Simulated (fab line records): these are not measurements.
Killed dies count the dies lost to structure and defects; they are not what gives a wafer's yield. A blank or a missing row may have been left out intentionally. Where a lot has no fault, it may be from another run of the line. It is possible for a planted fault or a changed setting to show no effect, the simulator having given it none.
Split-lot study ; flow n5-finfet ; route with 1938 steps; 7 lots, 21 wafers read

## THE SPLIT ITSELF
At N5_BEOL_M12_SPUTTER_44 (material Ta, target thk 10 nm, time 16.13 s), the setting power-w was moved away from the recipe's 15000 W on 9 of the 21 wafers read, by -13.4% to +16.8%. For the rest of the wafers, this setting stayed at what the recipe calls for.

Reading taken at the split's own step.

## THE READING
Ta_of_BEOL_M12_SPUTTER_44.thk-nm (the simulator's own value, which no gauge read), in nm, at N5_BEOL_M12_SPUTTER_44 (material Ta, target thk 10 nm, time 16.13 s). No usual value for it is given in the file. Average 9.9 nm, standard deviation 0.21 nm, over the 12 wafers here run with the recipe.

wafer;tool, chamber at the split;power-w as run, W;against the recipe;Ta_of_BEOL_M12_SPUTTER_44.thk-nm, nm;against lot-mates on the recipe
L074.1;pvd-sputter-02, -;14110;-5.9%;9.4;-0.6
L074.2;pvd-sputter-02, -;15000;recipe;10;-
L074.5;pvd-sputter-02, -;14110;-5.9%;9.6;-0.4
L075.1;pvd-sputter-01, -;14280;-4.8%;9.4;-0.8
L075.2;pvd-sputter-01, -;15000;recipe;10.2;-
L075.6;pvd-sputter-01, -;14280;-4.8%;9.6;-0.6
L079.4;pvd-sputter-01, -;15000;recipe;9.6;-
L079.5;pvd-sputter-01, -;15000;recipe;9.6;-
L079.6;pvd-sputter-01, -;15000;recipe;10.2;-
L080.1;pvd-sputter-03, -;15000;recipe;10;-
L080.4;pvd-sputter-03, -;15000;recipe;9.8;-
L080.5;pvd-sputter-03, -;12990;-13.4%;8.4;-1.5
L085.1;pvd-sputter-02, -;17520;+16.8%;11.2;+1.4
L085.3;pvd-sputter-02, -;15000;recipe;9.8;-
L085.6;pvd-sputter-02, -;17520;+16.8%;11.6;+1.8
L087.1;pvd-sputter-02, -;15000;recipe;10;-
L087.3;pvd-sputter-02, -;15000;recipe;10;-
L087.5;pvd-sputter-02, -;15000;recipe;9.6;-
L096.1;pvd-sputter-01, -;15000;recipe;10;-
L096.3;pvd-sputter-01, -;13990;-6.7%;9;-1.0
L096.4;pvd-sputter-01, -;13990;-6.7%;9.2;-0.8

THE FIT
A straight line over all 21 wafers: Ta_of_BEOL_M12_SPUTTER_44.thk-nm changes by +0.0942 nm for each +1% of power-w; r = +0.95; the points scatter about the line by 0.21 nm.
The same after taking each lot's own level away (the mean of its wafers on the recipe; 21 wafers): +0.103 nm for each +1%; r = +0.97; scatter 0.19 nm.
Per that fit: largest power-w move, reading shift of 1.7 nm.
The lots' own levels span 9.80 to 10.20 nm, that is 1.9 times the standard deviation above.
So the lot-to-lot level changes the slope little: the two slopes agree.
Check: +1.85 nm against its lot-mates is what the line predicts for one of the wafers moved furthest among these (+16.8%) when that wafer is left out of the fit. Against them it came out at +1.4 nm.

## FILE'S OWN FIT
Ta_of_BEOL_M12_SPUTTER_44.thk-nm changes by +0.105 nm for each +1% of power-w, r = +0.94.
